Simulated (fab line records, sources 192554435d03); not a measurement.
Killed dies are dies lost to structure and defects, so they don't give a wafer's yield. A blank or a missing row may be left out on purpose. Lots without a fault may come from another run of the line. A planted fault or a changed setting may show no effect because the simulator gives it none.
A struck lot beside a sound one | flow n5_finfet | 36 steps out of a route of 1938
Sound: wafers L458.1, L458.4, L458.6. Struck: wafers L478.2, L478.3, L478.5. The cause comes at the end.
At each step with rows: each side's tool, then ch and its chambers, then its first start. Under that, the readings that differ: sound wafers | struck wafers | difference of the means | sigmas: that difference in standard deviations of wafers without a fault.
alike: readings whose means differ by less than 2 such deviations, and words and numbers that are the same on both sides. not compared: withheld readings, readings that some wafer has no value for, bounds like >300 that may hide the same value, and numbers for which the record gives no deviation and whose values overlap.
The two part at a step that has a row with sigmas, a row that says differs or no value, or rows on one side only. Numbers that don't overlap but have no deviation are shown without sigmas and don't part them. A reading that every wafer of one side lacks parts them only if that side has two wafers or more.

first, 9 steps without rows for these wafers: N5_WELL_APT_COAT_19 (resist thk 950 nm); N5_WELL_APT_EBR_21; N5_WELL_APT_SOFTBAKE_20 (time 60 s); N5_WELL_APT_EXPOSE_22 (exposes mask PWELL, defocus 0 nm, target cd 200 nm); N5_WELL_APT_PEB_23 (peb time 90 s); N5_WELL_APT_DEVELOP_24 (develop time 45 s); N5_WELL_APT_HARDBAKE_29 (time 120 s); N5_WELL_APT_DESCUM_30 (chemistry O2, time 7.9 s); N5_WELL_APT_IMPLANT_31.
N5_WELL_APT_IMPLANT_32:
  sound on implanter-02 ch 0, day 1 21:38; struck on implanter-01 ch 0, day 6 21:21
  reading            | sound                            | struck                           | difference  | sigmas
  dose_ions_cm2      | 2.0008e+13 2.0002e+13 2.0021e+13 | 2.4295e+13 2.4291e+13 2.4316e+13 | +4.2903e+12 | +99 or more
  faraday_current_uA | 258 260 255                      | 302 319 302                      | +50         | +10
  alike: rotation_deg
then, 25 steps without rows for these wafers: N5_WELL_APT_STRIP_33 (strips in SPM, time 900 s); N5_WELL_APT_RTA_34 (time 10 s); N5_WELL_APT_OXIDE_STRIP_42 (strips SiO2 in dHF, time 45 s, target depth 12 nm); N5_WELL_APT_PRECLEAN_36 (cleans in O3/DIW, time 45 s); N5_WELL_APT_PRECLEAN_39 (cleans in dHF, time 60 s); N5_WELL_APT_SRD_37 (time 30 s); N5_WELL_APT_EPI_41 (deposits Si from SiH4/H2, target thk 50 nm, time 297.7 s); N5_PMOS_HMC_CHANNEL_EPI_HM_DEP_34 (deposits SiO2 from TEOS/O2, target thk 36 nm, time 6.9 s); N5_PMOS_HMC_CHANNEL_EPI_COAT_31 (time 60 s, resist thk 66 nm); N5_PMOS_HMC_CHANNEL_EPI_COAT_03 (resist thk 205 nm); N5_PMOS_HMC_CHANNEL_EPI_EBR_05; N5_PMOS_HMC_CHANNEL_EPI_SOFTBAKE_04 (time 60 s); N5_PMOS_HMC_CHANNEL_EPI_EXPOSE_06 (exposes mask PMOS HMC BLK, target cd 240 nm); N5_PMOS_HMC_CHANNEL_EPI_PEB_07 (peb time 60 s); N5_PMOS_HMC_CHANNEL_EPI_DEVELOP_08 (develop time 30 s); N5_PMOS_HMC_CHANNEL_EPI_DESCUM_14 (chemistry O2, time 7.9 s); N5_PMOS_HMC_CHANNEL_EPI_ETCH_32 (etches BARC in N2/H2, stops on SiO2, target depth 85.8 nm, time 50.3 s); N5_PMOS_HMC_CHANNEL_EPI_HM_OPEN_15 (chemistry CHF3/O2, target SiO2, target depth 40.6 nm, time 20.3 s); N5_PMOS_HMC_CHANNEL_EPI_STRIP_33 (strips in N2/H2); N5_PMOS_HMC_CHANNEL_EPI_STRIP_17 (strips in SPM, time 750 s); N5_PMOS_HMC_CHANNEL_EPI_ETCH_38 (etches SiO2 in CF4, target depth 1.5 nm); N5_PMOS_HMC_CHANNEL_EPI_FIN_RECESS_16 (chemistry HBr/Cl2, target Si, target depth 54 nm, time 18 s); N5_PMOS_HMC_CHANNEL_EPI_PRECLEAN_36 (cleans in O3/DIW, time 45 s); N5_PMOS_HMC_CHANNEL_EPI_PRECLEAN_18 (cleans in DHF, time 30 s); N5_PMOS_HMC_CHANNEL_EPI_SRD_19 (time 30 s).
-- the record jumps here: 7 days lie between the struck wafers' starts before and after (it left off in module PMOS_HMC_CHANNEL_EPI and takes up again in module BEOL_M4, whose first step shown is number 1111 of the route) --
N5_BEOL_M4_RC_MEAS_101:
  sound on prober-02 ch 0, day 9 11:40; struck on prober-02 ch 0, day 14 04:06
  reading | sound          | struck         | difference | sigmas
  CJ_N    | 4.31 4.41 4.37 | 4.71 4.85 4.82 | +0.43      | +5
  alike: DIBL_N, DIBL_P, IOFF_N, IOFF_P, ION_N, ION_P, SS_N, SS_P, VT_N, VT_P

WHERE THEY PART
First at N5_WELL_APT_IMPLANT_32; last, within this record, at N5_BEOL_M4_RC_MEAS_101.

WHY: what the simulator had put in
Process parameter drift: implanter-01, from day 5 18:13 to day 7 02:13, at N5_WELL_APT_IMPLANT_32. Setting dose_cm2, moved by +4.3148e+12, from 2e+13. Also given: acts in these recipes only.
